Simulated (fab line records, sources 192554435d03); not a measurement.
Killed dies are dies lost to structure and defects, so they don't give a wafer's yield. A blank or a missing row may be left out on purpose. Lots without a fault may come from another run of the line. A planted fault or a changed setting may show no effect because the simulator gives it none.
Which tool did it? | flow n5_finfet | 24 lots, 72 wafers sampled, at 2 steps of a route of 1938

WHAT THE GAUGES READ, wafer by wafer
N5_HKMG_FIN_OVL_MEAS_13. Usual: NWFM_OVL -0.2 nm, standard deviation 0.72.
lot  | measured    | on         | NWFM_OVL (nm)  | flag
L074 | day 4 03:28 | overlay-01 | -0.7 -0.5 -1.0 |
L075 | day 4 13:36 | overlay-02 | 0.2 -0.9 0.5   |
L076 | day 4 15:44 | overlay-02 | 0.7 0.6 1.0    |
L077 | day 5 02:18 | overlay-02 | -0.1 0.3 -0.1  |
L078 | day 5 03:16 | overlay-01 | 0.1 -0.9 -0.2  |
L079 | day 5 10:46 | overlay-02 | 0.1 0.1 1.0    |
L080 | day 5 14:31 | overlay-02 | -1.1 -0.9 -0.5 |
L081 | day 5 20:55 | overlay-01 | 0.5 0.3 -0.3   |
L082 | day 6 05:47 | overlay-02 | 1.2 -0.4 0.4   |
L083 | day 6 10:20 | overlay-02 | -1.1 0.8 -1.5  |
L084 | day 6 19:25 | overlay-02 | -0.5 -0.5 0.7  |
L085 | day 6 21:44 | overlay-01 | 0.0 -1.6 -0.4  |
L086 | day 7 06:26 | overlay-01 | 0.5 0.3 -1.2   |
L087 | day 7 12:49 | overlay-02 | -2.4 -1.2 -1.8 |
L088 | day 7 15:53 | overlay-02 | 0.0 0.0 0.0    |
L089 | day 7 23:59 | overlay-01 | -0.1 0.4 -0.1  |
L090 | day 8 01:36 | overlay-02 | 0.9 0.5 0.7    |
L091 | day 8 08:49 | overlay-01 | -0.7 -0.4 -1.0 |
L092 | day 8 19:10 | overlay-01 | -0.1 0.5 0.8   |
L093 | day 8 21:54 | overlay-01 | 0.5 0.4 0.8    |
L094 | day 9 02:58 | overlay-01 | 0.5 0.1 0.1    |
L095 | day 9 09:34 | overlay-02 | -0.4 -0.4 -0.2 |
L096 | day 9 16:20 | overlay-02 | 0.4 -0.5 -0.7  |
L097 | day 9 21:28 | overlay-01 | 0.9 -0.6 -0.3  |

N5_HKMG_FIN_INSPECT_28: inspects for defects (darkfield). Usual: raw_defect_count 44, standard deviation 19.
lot  | measured     | on                | raw_defect_count | flag
L074 | day 4 08:11  | defect_inspect-02 | 31 30 45         |
L075 | day 4 18:08  | defect_inspect-01 | 39 31 45         |
L076 | day 4 20:28  | defect_inspect-01 | 46 42 37         |
L077 | day 5 06:57  | defect_inspect-01 | 52 37 53         |
L078 | day 5 07:54  | defect_inspect-02 | 42 28 34         |
L079 | day 5 15:29  | defect_inspect-01 | 31 24 36         |
L080 | day 5 19:05  | defect_inspect-01 | 39 62 36         |
L081 | day 6 01:29  | defect_inspect-02 | 71 58 44         |
L082 | day 6 10:17  | defect_inspect-02 | 59 60 106        |
L083 | day 6 14:55  | defect_inspect-01 | 21 21 29         |
L084 | day 7 00:26  | defect_inspect-01 | 36 33 72         |
L085 | day 7 02:16  | defect_inspect-02 | 77 26 33         |
L086 | day 7 11:13  | defect_inspect-02 | 16 38 25         |
L087 | day 7 17:32  | defect_inspect-02 | 58 38 14         |
L088 | day 7 20:22  | defect_inspect-02 | 44 70 94         |
L089 | day 8 04:25  | defect_inspect-01 | 99 67 24         |
L090 | day 8 06:03  | defect_inspect-02 | 33 15 22         |
L091 | day 8 14:13  | defect_inspect-01 | 51 51 48         |
L092 | day 9 01:31  | defect_inspect-02 | 46 81 46         |
L093 | day 9 02:25  | defect_inspect-02 | 83 84 51         |
L094 | day 9 07:30  | defect_inspect-02 | 37 25 44         |
L095 | day 9 14:32  | defect_inspect-02 | 30 34 43         |
L096 | day 9 20:48  | defect_inspect-01 | 20 22 22         |
L097 | day 10 01:59 | defect_inspect-02 | 21 38 75         |

WHICH TOOL RAN EACH LOT (tool, then ch and the chambers of the sampled wafers, then the start)
The record holds no process step before these readings.

WHAT THE TOOLS THEMSELVES READ (means of the sampled wafers that have a number; where no wafer has one, the mark that the record gives instead)
The record holds no such reading with a usual standard deviation.

THE ANSWER, worked out from the rows above alone
Rule: a lot is off if the mean of its wafers that have a number lies more than 3 standard deviations from the usual mean. A lot without any number at a reading at which 4 lots or more have one is off too. The other lots that the step has rows for count as sound. The gauges are gone through in route order, then the tools' own readings, and for those a lot's mean is taken as printed above. The first step at which some lot is off is used, and at that step the reading that is off furthest; a lot without a number counts as furthest.
No lot is off at any reading shown: from this, nothing can be told.

WHAT THE SIMULATOR HAD PUT IN
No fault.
